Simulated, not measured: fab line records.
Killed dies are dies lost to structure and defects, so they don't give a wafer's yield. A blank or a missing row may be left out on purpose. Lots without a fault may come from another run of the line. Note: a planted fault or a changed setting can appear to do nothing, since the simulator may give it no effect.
Chamber matching / flow nand harc / NHARC_A_BLC_ETCH_18 on rie diel-11 has 4 sister chambers
The step etches the open film in C4F8/O2/Ar, target depth 910 nm. 8 wafers are shown with their chamber, then 7 later ones without.

EACH WAFER AND ITS CHAMBER
wafer=L366.2; chamber=1; rf vpp V (V)=976; oes product au (a.u.)=0.917
wafer=L368.3; chamber=2; rf vpp V (V)=971; oes product au (a.u.)=0.922
wafer=L368.4; chamber=3; rf vpp V (V)=976; oes product au (a.u.)=0.926
wafer=L369.2; chamber=2; rf vpp V (V)=972; oes product au (a.u.)=0.912
wafer=L369.5; chamber=3; rf vpp V (V)=976; oes product au (a.u.)=0.928
wafer=L369.6; chamber=0; rf vpp V (V)=972; oes product au (a.u.)=0.891
wafer=L373.1; chamber=1; rf vpp V (V)=976; oes product au (a.u.)=0.961
wafer=L373.2; chamber=0; rf vpp V (V)=970; oes product au (a.u.)=0.941

WAFERS WITH NO CHAMBER GIVEN
wafer=L373.3; rf vpp V (V)=976; oes product au (a.u.)=0.990
wafer=L372.2; rf vpp V (V)=972; oes product au (a.u.)=0.952
wafer=L372.3; rf vpp V (V)=971; oes product au (a.u.)=0.958
wafer=L372.5; rf vpp V (V)=970; oes product au (a.u.)=0.962
wafer=L382.2; rf vpp V (V)=971; oes product au (a.u.)=0.964
wafer=L382.3; rf vpp V (V)=971; oes product au (a.u.)=0.934
wafer=L382.6; rf vpp V (V)=971; oes product au (a.u.)=0.931

EACH ONE'S CHAMBER
wafer=L373.3; from the rows above=can't be placed: 1 or 3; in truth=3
wafer=L372.2; from the rows above=can't be placed: 2 or 0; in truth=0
wafer=L372.3; from the rows above=can't be placed: 0 or 2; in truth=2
wafer=L372.5; from the rows above=can't be placed: 0 or 2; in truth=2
wafer=L382.2; from the rows above=can't be placed: 0 or 2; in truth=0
wafer=L382.3; from the rows above=can't be placed: 0 or 2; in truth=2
wafer=L382.6; from the rows above=can't be placed: 0 or 2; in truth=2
Correctly placed: 0 of 7. Can't be placed from these rows: 7 (the true chamber is among the candidates in 7). Number placed wrongly: 0.
How it was worked out, from the rows above alone: a wafer's distance from a chamber is the root of the sum, over the readings, of the square of ((its reading less the chamber's mean) divided by the reading's scatter). The wafer belongs to the nearest chamber; if the next one is less than 2 further off, it can't be placed. A chamber's mean is the mean of its shown wafers. The scatter: take each reading less its chamber's mean, square it, sum over the shown wafers, divide by the number of wafers less the number of chambers, and take the root.
